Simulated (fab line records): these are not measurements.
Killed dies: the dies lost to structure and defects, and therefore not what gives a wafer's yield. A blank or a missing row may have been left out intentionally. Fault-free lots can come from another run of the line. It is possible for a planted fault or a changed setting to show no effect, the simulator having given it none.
fab line records	flow n5_finfet
record lots=9	wafers=27	last_day=17
route steps=1938 shown FIN_SAQP@125 BEOL_M4@1111
lots untouched by any fault: they come from a run of this same line in which no faults occurred
start_h: hours from the record's opening day to when the first of the lot's shown wafers began	wait_h: hours elapsed since this lot's preceding step	" the same as in the row above	L1.1+2: several wafers, shown together as one row	- either no value or no given start	* or withheld: withheld	< > ~ a bound
route shown NAME@n: names a module that has steps shown in the file, with the first one's number in the route	usual: mean/standard deviation taken from wafers without a fault	same: alike in all rows	chamber/n: place in a boat	sites: each site's reading	_std_site: the standard deviation of these	_edge_site: outer sites' mean less inner sites'	radius_mm: for every site, how far away it sits from the centre of the wafer	mask NAME#n: copy n	behind: the last tool/chamber to shape the wafer	hold: the reason the lot was held/the length of the hold in hours/how it ended	device: whichever transistor did not switch (one of n, p or np)	end of line: tests run on the same wafers once the route is complete	a step given without rows: its recipe and nothing more	killed: not the wafer's yield, but the dies lost to structure and defects at the first sort	map: the dies of a wafer, with x for killed, . for not killed, _ for no die there
set.NAME: setting as actually run; set.NAME@STEP: the setting as run at that earlier step	model.NAME: the simulator's own value behind a step, which no gauge read
a sample of lots followed through the steps of the route, with each step as a table and each wafer as a row
services: the hour from which a tool's chamber was out of use, counted from the record's first day as start_h (under 0 if before that day), plus the number of hours and why
## steps
# step N5_FIN_SAQP_SPACER1_ALD_24
# recipe material=SiO2	target_thk_a=203	temp_c=300	ald_precursor_family=BDEAS	ald_co_reactant=O2-plasma	pulse_time_s=1	purge_time_s=2	co_reactant_purge_time_s=2	ald_cycles=218	pressure_torr=2
# usual heater_power_w=454/51	precursor_pulse_height_rel=1.002/0.018
# same purge_time_s=2
lot.wafer	tool	chamber	start_h	wait_h	heater_power_w	precursor_pulse_height_rel
L943.4	ald_sin-04	1	23.92	0.1	416	0.998
L943.5	"	2	"	"	414	0.987
L943.6	"	1	"	"	429	1.003
L947.1	ald_sin-01	3	48.39	1.7	422	0.994
L947.3	"	1	"	"	511	0.986
L947.6	"	3	"	"	412	1.026
L949.1	ald_sin-02	3	60.06	1.7	436	0.978
L949.5	"	3	"	"	429	0.981
L949.6	"	0	"	"	440	1.008
L950.3	ald_sin-01	3	65.18	0.1	423	0.962
L950.5	"	0	"	"	485	1.006
L950.6	"	2	"	"	510	0.999
L958.1	ald_sin-04	3	114.91	0.9	599	0.977
L958.2	"	1	"	"	431	0.993
L958.4	"	2	"	"	408	1.037
L962.2	ald_sin-02	1	137.05	0.5	392	1.013
L962.3	"	0	"	"	389	1.002
L962.4	"	3	"	"	428	0.999
L963.4	ald_sin-02	2	143.01	0.1	450	1.000
L963.5	"	1	"	"	403	0.998
L963.6	"	0	"	"	405	0.954
L964.1	ald_sin-02	3	149.87	0.6	423	1.018
L964.4	"	1	"	"	392	0.964
L964.5	"	2	"	"	454	0.988
L966.2	ald_sin-02	1	160.88	0.3	387	1.003
L966.3	"	0	"	"	386	1.009
L966.4	"	3	"	"	433	1.014
# step N5_FIN_SAQP_ETCH_57
# recipe chemistry=CH3F/O2	target=SiNx	mask_material=SiO2	target_depth_a=325	time_s=46.4	pressure_mtorr=30	source_w=395	bias_w=73	Ar_flow_sccm=150	CH3F_flow_sccm=30	O2_flow_sccm=20	ion_energy_ev=120	ends=cleared
# usual O2_flow_sccm=20.00/0.049	drypump_motor_current_A=5.5/0.56	etch_rf_on_time_s=46.2/0.86	oes_o_777_au=0.80/0.086	oes_product_au=0.68/0.077	rf_fwd_power_W=388.5/2.3	rf_vpp_V=296.9/2.9	showerhead_plenum_p_Torr=2.02/0.064	throttle_valve_pct=16.32/0.19
lot.wafer	tool	chamber	start_h	wait_h	O2_flow_sccm	drypump_motor_current_A	etch_rf_on_time_s	oes_o_777_au	oes_product_au	rf_fwd_power_W	rf_hours_counter_h	rf_vpp_V	showerhead_plenum_p_Torr	throttle_valve_pct
L943.4	rie_diel-04	1	24.94	0.1	20.01	6.6	46.1	0.78	0.69	391.0	-	302.5	2.10	16.55
L943.5	"	2	"	"	19.98	5.7	45.7	0.86	0.74	391.5	-	297.0	2.03	16.30
L943.6	"	0	"	"	20.05	5.8	47.2	0.71	0.61	386.9	-	294.4	1.98	16.52
L947.1	rie_diel-03	3	49.51	0.1	20.02	4.9	44.4	0.77	0.66	390.0	153	300.3	1.99	16.39
L947.3	"	0	"	"	19.90	6.0	45.3	0.93	0.80	385.5	18	296.4	2.13	16.10
L947.6	"	2	"	"	19.91	5.4	46.9	0.74	0.61	389.8	-	294.4	1.98	16.34
L949.1	rie_diel-02	3	61.03	0.0	20.12	4.7	46.6	0.78	0.65	388.3	153	296.6	2.00	16.33
L949.5	"	1	"	"	19.96	4.9	47.0	0.87	0.74	386.1	-	297.5	2.03	16.03
L949.6	"	2	"	"	20.05	5.5	47.0	0.68	0.58	387.9	-	295.1	1.98	16.46
L950.3	rie_diel-04	3	66.25	0.1	20.03	5.3	44.6	0.94	0.81	386.1	12	298.3	2.13	16.03
L950.5	"	0	"	"	19.99	5.8	46.7	0.70	0.59	386.3	-	296.0	1.97	16.53
L950.6	"	3	"	"	20.12	5.4	46.1	0.95	0.80	387.2	-	299.1	2.13	16.03
L958.1	rie_diel-02	0	115.87	0.0	20.04	6.2	46.4	0.68	0.57	391.8	254	290.4	1.89	16.52
L958.2	"	1	"	"	19.98	4.9	45.6	0.84	0.72	386.4	62	297.7	2.02	16.07
L958.4	"	0	"	"	20.07	6.2	47.8	0.68	0.57	389.6	-	290.6	1.89	16.52
L962.2	rie_diel-03	1	138.12	0.2	20.02	5.7	45.7	0.97	0.82	389.3	5	293.9	2.06	16.02
L962.3	"	3	"	"	19.98	4.9	46.7	0.75	0.64	390.7	176	300.3	1.99	16.42
L962.4	"	0	"	"	19.99	6.0	46.9	0.87	0.75	386.5	54	296.7	2.11	16.17
L963.4	rie_diel-02	3	144.02	0.1	19.97	4.7	46.6	0.75	0.63	389.3	-	297.9	1.99	16.39
L963.5	"	2	"	"	19.97	5.5	46.7	0.94	0.80	392.1	-	295.4	1.97	16.05
L963.6	"	1	"	"	20.08	4.9	46.2	0.82	0.70	385.8	-	296.6	2.02	16.10
L964.1	rie_diel-02	1	150.84	0.0	20.01	4.9	46.3	0.83	0.71	385.0	78	297.2	2.02	16.11
L964.4	"	1	"	"	19.96	4.9	46.5	0.82	0.70	385.9	-	296.1	2.02	16.09
L964.5	"	2	"	"	20.05	5.5	47.1	0.94	0.80	390.2	-	296.5	1.97	16.06
L966.2	rie_diel-03	0	161.85	0.0	20.03	6.0	45.0	0.87	0.74	385.5	62	297.2	2.11	16.20
L966.3	"	1	"	"	20.02	5.7	45.3	0.94	0.81	388.0	13	295.3	2.06	16.04
L966.4	"	2	"	"	20.07	5.4	46.6	0.71	0.59	391.7	247	295.0	1.96	16.43
# step N5_FIN_SAQP_ETCH_69
# recipe chemistry=N2/H2	target=SOC	target_depth_a=1500	stop_on=SiNx	ion_energy_ev=100	bias_w=61	pressure_mtorr=30	source_w=850	n2_flow_sccm=200	h2_flow_sccm=200
# usual drypump_motor_current_A=5.7/0.55	oes_product_au=0.79/0.089	rf_fwd_power_W=844/3.9	rf_vpp_V=241.2/1.3	showerhead_plenum_p_Torr=2.58/0.084	throttle_valve_pct=17.83/0.21
lot.wafer	tool	chamber	start_h	wait_h	drypump_motor_current_A	oes_product_au	rf_fwd_power_W	rf_hours_counter_h	rf_vpp_V	showerhead_plenum_p_Torr	throttle_valve_pct
L943.4	rie_diel-04	1	25.59	-	6.6	0.79	844	-	243.1	2.67	18.08
L943.5	"	2	"	"	5.7	0.85	850	-	242.6	2.59	17.76
L943.6	"	0	"	"	5.8	0.70	842	-	241.6	2.52	17.99
L947.1	rie_diel-04	1	50.29	-	6.6	0.78	1353	122	205.1	2.66	18.10
L947.3	"	0	"	"	5.8	0.69	845	220	240.4	2.51	18.02
L947.6	"	2	"	"	5.7	0.83	850	-	239.9	2.58	17.81
L949.1	rie_diel-04	3	61.87	-	5.4	0.93	845	11	242.8	2.72	17.45
L949.5	"	1	"	"	6.6	0.78	1354	-	204.9	2.66	18.11
L949.6	"	2	"	"	5.7	0.83	851	-	240.9	2.58	17.80
L950.3	rie_diel-04	1	66.92	-	6.6	0.78	1356	128	206.1	2.66	18.12
L950.5	"	0	"	"	5.8	0.69	839	-	242.3	2.51	18.03
L950.6	"	3	"	"	5.4	0.92	847	-	243.0	2.71	17.44
L958.1	rie_diel-02	0	116.54	-	6.2	0.67	850	254	240.4	2.39	17.97
L958.2	"	3	"	"	4.7	0.75	843	173	241.0	2.53	17.80
L958.4	"	0	"	"	6.2	0.67	842	-	239.5	2.39	17.97
L962.2	rie_diel-04	2	138.79	-	5.7	0.79	850	97	241.1	2.57	17.84
L962.3	"	0	"	"	5.8	0.67	846	249	240.3	2.50	18.06
L962.4	"	1	"	"	6.6	0.75	846	153	242.8	2.65	18.16
L963.4	rie_diel-04	0	144.69	-	5.8	0.67	848	252	240.0	2.50	18.08
L963.5	"	0	"	"	5.8	0.68	842	-	239.3	2.50	18.07
L963.6	"	1	"	"	6.6	0.74	843	-	242.3	2.65	18.17
L964.1	rie_diel-04	3	151.51	-	5.4	0.86	843	42	242.6	2.70	17.51
L964.4	"	2	"	"	5.7	0.79	851	-	240.8	2.57	17.86
L964.5	"	1	"	"	6.6	0.74	842	-	241.3	2.65	18.18
L966.2	rie_diel-02	2	162.74	-	5.5	0.92	844	13	239.3	2.49	17.57
L966.3	"	0	"	"	6.2	0.97	846	2	243.8	2.71	17.52
L966.4	"	1	"	"	4.9	0.82	839	81	240.7	2.57	17.60
# step N5_FIN_SAQP_CD_MEAS_31
# recipe target_cd_nm=8	landing_energy_ev=1000	detector=se_inlens	polarity=line
# usual cd_nm=8.11/0.23
lot.wafer	tool	chamber	start_h	wait_h	cd_nm
L943.4	cd_sem-03	0	26.46	0.1	8.05
L943.5	"	0	"	"	8.36
L943.6	"	0	"	"	7.96
L947.1	cd_sem-02	0	51.11	0.1	8.15
L947.3	"	0	"	"	8.14
L947.6	"	0	"	"	7.97
L949.1	cd_sem-02	0	62.92	0.1	8.07
L949.5	"	0	"	"	8.26
L949.6	"	0	"	"	8.16
L950.3	cd_sem-01	0	67.85	0.1	8.06
L950.5	"	0	"	"	7.66
L950.6	"	0	"	"	8.47
L958.1	cd_sem-03	0	117.48	0.1	8.17
L958.2	"	0	"	"	8.27
L958.4	"	0	"	"	8.60
L962.2	cd_sem-01	0	139.62	0.1	7.93
L962.3	"	0	"	"	7.80
L962.4	"	0	"	"	7.88
L963.4	cd_sem-03	0	145.52	0.1	8.02
L963.5	"	0	"	"	7.99
L963.6	"	0	"	"	8.25
L964.1	cd_sem-01	0	152.33	0.1	8.19
L964.4	"	0	"	"	8.20
L964.5	"	0	"	"	8.29
L966.2	cd_sem-01	0	163.64	0.1	8.03
L966.3	"	0	"	"	8.06
L966.4	"	0	"	"	8.69
# step N5_BEOL_M4_RC_MEAS_101
# usual DIBL_N=36.2/1.4	DIBL_P=36.1/1.5	IOFF_N=0.153/0.02	IOFF_P=0.215/0.03	ION_N=672/8.6	ION_P=463/6.8	SS_N=71.5/0.47	SS_P=73.3/0.57	VT_N=250.6/2.4	VT_P=-249/3.2
lot.wafer	tool	chamber	start_h	wait_h	DIBL_N[mV/V]	DIBL_P[mV/V]	IOFF_N[nA/um]	IOFF_P[nA/um]	ION_N[uA/um]	ION_P[uA/um]	SS_N[mV/dec]	SS_P[mV/dec]	VT_N[mV]	VT_P[mV]
L943.4	prober-01	0	170.06	0.5	37.6	37.9	0.159	0.247	674	474	72.6	72.9	249.2	-247
L943.5	"	0	"	"	37.6	38.2	0.161	0.259	665	465	72.1	73.1	249.9	-245
L943.6	"	0	"	"	37.4	37.4	0.151	0.246	661	464	72.0	73.3	252.7	-247
L947.1	prober-01	0	190.78	0.0	36.2	35.4	0.146	0.181	666	456	71.9	73.4	249.2	-255
L947.3	"	0	"	"	37.4	36.6	0.162	0.185	672	455	71.7	74.1	252.6	-255
L947.6	"	0	"	"	36.5	35.7	0.148	0.171	667	447	71.5	73.5	253.0	-255
L950.3	prober-02	0	214.07	0.3	34.3	33.5	0.120	0.195	661	468	71.3	72.6	255.7	-250
L950.5	"	0	"	"	36.0	35.1	0.144	0.229	673	470	71.5	73.6	250.6	-248
L950.6	"	0	"	"	35.6	34.9	0.146	0.223	669	466	71.7	73.7	251.3	-248
L949.1	prober-01	0	221.33	0.0	36.0	36.4	0.159	0.242	676	472	72.3	73.8	249.5	-244
L949.5	"	0	"	"	35.7	36.1	0.144	0.236	666	471	71.4	72.5	252.1	-245
L949.6	"	0	"	"	35.8	37.0	0.159	0.255	674	476	71.3	73.1	251.9	-244
L958.1	prober-02	0	268.69	0.0	35.8	35.7	0.143	0.210	666	454	70.9	72.8	251.7	-252
L958.2	"	0	"	"	38.1	38.4	0.181	0.239	682	467	72.3	73.7	250.4	-250
L958.4	"	0	"	"	36.9	37.2	0.156	0.218	677	468	71.6	73.5	250.8	-250
L962.2	prober-02	0	271.24	0.2	36.3	35.7	0.150	0.215	659	459	71.2	73.9	250.0	-248
L962.3	"	0	"	"	37.0	35.8	0.161	0.217	677	465	71.5	73.6	248.7	-251
L962.4	"	0	"	"	35.8	34.3	0.135	0.189	669	465	71.2	72.8	250.4	-252
L963.4	prober-02	0	287.11	0.5	33.4	33.3	0.105	0.157	659	456	71.1	72.7	254.6	-255
L963.5	"	0	"	"	34.2	34.3	0.113	0.175	652	451	71.2	72.6	254.2	-251
L963.6	"	0	"	"	37.0	37.3	0.147	0.210	681	467	71.7	73.5	253.8	-250
L964.1	prober-02	0	297.12	0.0	36.7	37.1	0.156	0.239	683	472	70.9	73.3	252.4	-248
L964.4	"	0	"	"	36.4	36.2	0.150	0.224	676	470	71.2	72.1	250.8	-249
L964.5	"	0	"	"	37.6	37.5	0.176	0.252	693	475	71.9	73.3	249.7	-246
L966.2	prober-01	0	302.39	0.2	34.1	35.2	0.146	0.200	676	467	70.4	73.2	249.4	-249
L966.3	"	0	"	"	36.1	37.2	0.166	0.217	667	462	71.7	73.4	249.0	-247
L966.4	"	0	"	"	35.6	36.6	0.160	0.213	676	461	71.5	73.7	250.4	-251
## services
tool	chamber	start_h	hours	kind
rie_diel-02	3	3.22	20.6	repair
ald_sin-04	0	5.97	1.8	repair
rie_diel-04	3	15.37	-	clean
rie_diel-04	3	15.37	-	consumable_replace:focus_ring
rie_diel-04	3	15.37	-	consumable_replace:showerhead
rie_diel-04	3	15.37	15.3	scheduled_down
rie_diel-04	3	15.37	15.3	vent_cycle
rie_diel-02	2	39.15	1.3	repair
ald_sin-04	-	43.19	9.5	repair
ald_sin-01	1	49.84	37.6	repair
rie_diel-02	0	54.35	8.7	repair
rie_diel-02	-	64.28	4.0	pm
rie_diel-03	-	65.92	2.8	pm
ald_sin-04	-	67.03	2.8	pm
ald_sin-01	2	84.94	3.2	repair
ald_sin-02	-	85.37	14.0	pm
ald_sin-02	3	124.49	4.0	repair
rie_diel-03	3	130.40	1.7	repair
rie_diel-04	0	148.40	7.8	repair
rie_diel-04	2	154.57	4.1	repair
rie_diel-04	0	158.70	-	clean
rie_diel-04	0	158.70	-	consumable_replace:focus_ring
rie_diel-04	0	158.70	22.6	scheduled_down
rie_diel-04	2	159.80	4.9	repair
## key
first_sign step=N5_FIN_SAQP_ETCH_69	reading=rf_fwd_power_W	direction=up	sigmas=99+	usual=*	struck=*
effect step=N5_FIN_SAQP_ETCH_69	reading=rf_vpp_V	direction=down	sigmas=28	usual=241.2	struck=205.4
met_at N5_FIN_SAQP_ETCH_69
struck_lots L947,L949,L950
struck_wafers L947.1,L949.5,L950.3
not_acting_at N5_FIN_SAQP_SPACER1_ALD_24,N5_FIN_SAQP_ETCH_57,N5_FIN_SAQP_CD_MEAS_31
onset_between 25.59 50.29
fault kind=process_parameter_drift	tool=rie_diel-04	chamber=1	onset_h=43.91	steps=N5_FIN_SAQP_ETCH_69	channel=source_w	offset=510	shape=step	end_h=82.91	acts_in=these_recipes_only	stated=850
